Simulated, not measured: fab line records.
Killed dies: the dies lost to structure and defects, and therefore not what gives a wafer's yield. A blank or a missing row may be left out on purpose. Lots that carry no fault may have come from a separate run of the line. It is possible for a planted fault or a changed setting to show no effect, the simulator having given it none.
Chamber matching || flow n5 finfet || N5_BEOL_M0_DEP_125 on pecvd-02 has 3 sister chambers
The step deposits SiCN from 3MS/NH3, target thk 8 nm, time 14 s. 6 wafers are shown with their chamber, then 9 later ones without.

## WAFERS PAIRED WITH THEIR CHAMBERS
{"wafer": "L081.6", "chamber": 1, "throttle valve pct (%)": 9.6, "showerhead plenum p Torr (Torr)": 3.662}
{"wafer": "L084.1", "chamber": 2, "throttle valve pct (%)": 8.5, "showerhead plenum p Torr (Torr)": 3.675}
{"wafer": "L084.6", "chamber": 2, "throttle valve pct (%)": 8.3, "showerhead plenum p Torr (Torr)": 3.669}
{"wafer": "L086.1", "chamber": 0, "throttle valve pct (%)": 9.8, "showerhead plenum p Torr (Torr)": 3.633}
{"wafer": "L086.5", "chamber": 1, "throttle valve pct (%)": 9.7, "showerhead plenum p Torr (Torr)": 3.657}
{"wafer": "L086.6", "chamber": 0, "throttle valve pct (%)": 9.7, "showerhead plenum p Torr (Torr)": 3.638}

## WAFERS WITH NO CHAMBER GIVEN
{"wafer": "L088.2", "throttle valve pct (%)": 9.5, "showerhead plenum p Torr (Torr)": 3.656}
{"wafer": "L088.5", "throttle valve pct (%)": 9.5, "showerhead plenum p Torr (Torr)": 3.656}
{"wafer": "L088.6", "throttle valve pct (%)": 10.0, "showerhead plenum p Torr (Torr)": 3.636}
{"wafer": "L091.1", "throttle valve pct (%)": 9.8, "showerhead plenum p Torr (Torr)": 3.663}
{"wafer": "L091.2", "throttle valve pct (%)": 8.4, "showerhead plenum p Torr (Torr)": 3.681}
{"wafer": "L091.3", "throttle valve pct (%)": 9.7, "showerhead plenum p Torr (Torr)": 3.641}
{"wafer": "L096.1", "throttle valve pct (%)": 10.0, "showerhead plenum p Torr (Torr)": 3.632}
{"wafer": "L096.3", "throttle valve pct (%)": 8.3, "showerhead plenum p Torr (Torr)": 3.674}
{"wafer": "L096.6", "throttle valve pct (%)": 10.1, "showerhead plenum p Torr (Torr)": 3.633}

## THE CHAMBER EACH PASSED THROUGH
{"wafer": "L088.2", "from the rows above": 1, "in truth": 1}
{"wafer": "L088.5", "from the rows above": 1, "in truth": 1}
{"wafer": "L088.6", "from the rows above": 0, "in truth": 0}
{"wafer": "L091.1", "from the rows above": 1, "in truth": 1}
{"wafer": "L091.2", "from the rows above": 2, "in truth": 2}
{"wafer": "L091.3", "from the rows above": 0, "in truth": 0}
{"wafer": "L096.1", "from the rows above": 0, "in truth": 0}
{"wafer": "L096.3", "from the rows above": 2, "in truth": 2}
{"wafer": "L096.6", "from the rows above": 0, "in truth": 0}
Correctly placed: 9 of 9. Can't be placed from these rows: 0. Wrongly placed: 0.
How it was worked out, from the rows above alone: a wafer's distance from a chamber is the root of the sum, over the readings, of the square of ((its reading less the chamber's mean) divided by the reading's scatter). If the next closest chamber is less than 2 further off than the closest, the wafer can't be placed; otherwise it belongs to the closest. Each chamber's mean is taken over the wafers shown for it. How the scatter is found: for the shown wafers, subtract from each reading the mean of its chamber, square and add these, divide the total by (wafers less chambers), then take the root.
